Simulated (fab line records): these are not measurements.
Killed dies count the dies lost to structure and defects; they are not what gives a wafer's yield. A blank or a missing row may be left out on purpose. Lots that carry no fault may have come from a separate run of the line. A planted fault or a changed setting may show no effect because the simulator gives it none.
Matching of chambers | flow n5-finfet | 4 sister chambers for N5_HKMG_FIN_ALD_79 on ald-metal-03
The step deposits TiN, target thk 1.5 nm, pulse time 1 s, purge time 3 s. 4 wafers are shown with their chamber, then 9 later ones without.

WAFERS WITH THEIR CHAMBER
wafer  | chamber | heater-power-w (W)
L078.6 | 3       | 962
L091.3 | 2       | 737
L091.4 | 1       | 765
L091.6 | 0       | 884

WAFERS WHOSE CHAMBER IS MISSING
wafer  | heater-power-w (W)
L094.1 | 804
L094.4 | 915
L094.6 | 745
L095.2 | 810
L095.5 | 752
L095.6 | 786
L096.2 | 748
L096.4 | 972
L096.5 | 763

CHAMBER TAKEN BY EACH
wafer  | from the rows above          | in truth
L094.1 | can't be placed: 1 or 2 or 0 | 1
L094.4 | can't be placed: 0 or 3      | 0
L094.6 | can't be placed: 2 or 1      | 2
L095.2 | can't be placed: 1 or 2 or 0 | 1
L095.5 | can't be placed: 1 or 2      | 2
L095.6 | can't be placed: 1 or 2      | 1
L096.2 | can't be placed: 2 or 1      | 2
L096.4 | 3                            | 3
L096.5 | can't be placed: 1 or 2      | 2
1 of 9 placed correctly. These rows do not allow placing 8 (true chamber among the candidates in 8). Placed wrongly: 0.
How it was worked out, from the rows above alone: a wafer's distance from a chamber is the root of the sum, over the readings, of the square of ((its reading less the chamber's mean) divided by the reading's scatter). If the next closest chamber is less than 2 further off than the closest, the wafer can't be placed; otherwise it belongs to the closest. A chamber's mean is the mean of its shown wafers. The scatter: root of mean squared gap, hidden wafer to nearest shown wafer, with one shown wafer a chamber.
